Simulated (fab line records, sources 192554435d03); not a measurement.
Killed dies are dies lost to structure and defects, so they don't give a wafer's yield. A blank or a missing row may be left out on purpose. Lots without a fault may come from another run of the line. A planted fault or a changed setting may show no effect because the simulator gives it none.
Split-lot experiment | flow n5_finfet | 7 lots, 21 wafers read, on a route of 1938 steps

THE SPLIT
At N5_BEOL_M0_SAQP_EXPOSE_11 (exposes mask M0 CORE, target cd 42 nm), the setting dose_mj was moved away from the recipe's 55 on 8 of the 21 wafers read, by -5.3% to +6.9%. The other wafers ran this setting at the recipe's value.

FROM THE SPLIT TO THE READING: what the file shows between them, 1 step
- N5_BEOL_M0_SAQP_DEVELOP_13: develop time 30 s (also split here: develop_time_s)

THE READING
cd_nm, in nm, at N5_BEOL_M0_SAQP_CD_MEAS_14 (target cd 42.5 nm). Fault-free wafers of this fab line usually give 42.5 nm, standard deviation 0.32 nm.

wafer  | tool, chamber at the split | dose_mj as run | against the recipe | cd_nm, nm | against lot-mates on the recipe
L077.2 | arfi_scanner-02, 0         | 52.06          | -5.3%              | 44.5      | +1.6
L077.4 | arfi_scanner-02, 0         | 55             | recipe             | 42.6      | -
L077.6 | arfi_scanner-02, 0         | 55             | recipe             | 43.1      | -
L079.1 | arfi_scanner-03, 0         | 53.15          | -3.4%              | 44.5      | +0.8
L079.3 | arfi_scanner-03, 0         | 53.15          | -3.4%              | 44.2      | +0.5
L079.6 | arfi_scanner-03, 0         | 55             | recipe             | 43.7      | -
L081.4 | arfi_scanner-02, 0         | 55             | recipe             | 42.3      | -
L081.5 | arfi_scanner-02, 0         | 55             | recipe             | 42.5      | -
L081.6 | arfi_scanner-02, 0         | 55             | recipe             | 43.4      | -
L083.2 | arfi_scanner-03, 0         | 55             | recipe             | 42.5      | -
L083.3 | arfi_scanner-03, 0         | 55             | recipe             | 42.1      | -
L083.6 | arfi_scanner-03, 0         | 55             | recipe             | 42.3      | -
L086.1 | arfi_scanner-03, 0         | 55             | recipe             | 42.3      | -
L086.4 | arfi_scanner-03, 0         | 55             | recipe             | 42.0      | -
L086.6 | arfi_scanner-03, 0         | 52.4           | -4.7%              | 44.0      | +1.9
L088.1 | arfi_scanner-03, 0         | 53.45          | -2.8%              | 43.0      | no lot-mate on the recipe
L088.3 | arfi_scanner-03, 0         | 53.45          | -2.8%              | 43.3      | no lot-mate on the recipe
L088.6 | arfi_scanner-03, 0         | 53.45          | -2.8%              | 42.7      | no lot-mate on the recipe
L092.2 | arfi_scanner-02, 0         | 55             | recipe             | 42.6      | -
L092.4 | arfi_scanner-02, 0         | 58.78          | +6.9%              | 40.5      | -2.4
L092.5 | arfi_scanner-02, 0         | 55             | recipe             | 43.2      | -

THE FIT
A straight line over all 21 wafers: cd_nm changes by -0.315 nm for each +1% of dose_mj; r = -0.84; the points scatter about the line by 0.53 nm.
The same after taking each lot's own level away (the mean of its wafers on the recipe; 18 wafers): -0.322 nm for each +1%; r = -0.94; scatter 0.32 nm.
On that fit, the largest move of dose_mj shifts the reading by 2.2 nm.
The lots' own levels span 42.15 to 43.70 nm, that is 4.8 times the standard deviation above.
So the lot-to-lot level changes the slope little: the two slopes agree.
Check: with one of the wafers moved furthest among these (+6.9%) left out of the fit, the line predicts -2.09 nm for it against its lot-mates. It came out at -2.4 nm against them.

OTHER SPLITS ON THESE WAFERS
These wafers also went through other splits before the reading. Each is held against what the fit with the lots' levels taken away leaves over:
other split on the same wafers            | wafers away from the commonest value | r with cd_nm (lot level and that fit taken away)
N5_MOL_CONTACT_COAG_PECVD_31 temp_c       | 7                                    | -0.19
N5_MOL_CONTACT_COAG_VIA_ETCH_117 bias_w   | 6                                    | -0.09
N5_BEOL_M0_SAQP_DEVELOP_13 develop_time_s | 8                                    | -0.45

THE FILE'S OWN FIT
cd_nm changes by -0.333 nm for each +1% of dose_mj, r = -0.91.
